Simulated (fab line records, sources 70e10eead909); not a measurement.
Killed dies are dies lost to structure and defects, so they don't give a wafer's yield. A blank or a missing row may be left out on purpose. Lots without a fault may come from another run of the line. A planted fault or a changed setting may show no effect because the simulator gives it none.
Chamber matching | flow nand_harc | NHARC_P_ZERO_WELL_DESCUM_39 on rie_diel-12: 4 sister chambers
The step chemistry O2, time 3 s. 4 wafers are shown with their chamber, then 8 later ones without.

WAFERS WITH THEIR CHAMBER
wafer  | chamber | showerhead_plenum_p_Torr (Torr)
L089.2 | 2       | 1.77
L089.3 | 3       | 1.95
L089.6 | 1       | 1.84
L091.1 | 0       | 1.96

WAFERS WITHOUT THEIR CHAMBER
wafer  | showerhead_plenum_p_Torr (Torr)
L091.4 | 1.77
L091.6 | 1.96
L092.2 | 1.84
L092.3 | 1.96
L092.5 | 1.96
L095.2 | 1.76
L095.4 | 1.83
L095.5 | 1.83

WHICH CHAMBER EACH WENT THROUGH
wafer  | from the rows above     | in truth
L091.4 | 2                       | 2
L091.6 | can't be placed: 0 or 3 | 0
L092.2 | 1                       | 1
L092.3 | can't be placed: 0 or 3 | 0
L092.5 | can't be placed: 0 or 3 | 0
L095.2 | 2                       | 2
L095.4 | 1                       | 1
L095.5 | 1                       | 1
Placed correctly: 5 of 8. Can't be placed from these rows: 3 (the true chamber is among the candidates in 3). Placed wrongly: 0.
How it was worked out, from the rows above alone: a wafer's distance from a chamber is the root of the sum, over the readings, of the square of ((its reading less the chamber's mean) divided by the reading's scatter). The wafer belongs to the nearest chamber; if the next one is less than 2 further off, it can't be placed. A chamber's mean is the mean of its shown wafers. The scatter: with one shown wafer a chamber, the root of the mean of the squares of how far each hidden wafer lies from its nearest shown one.
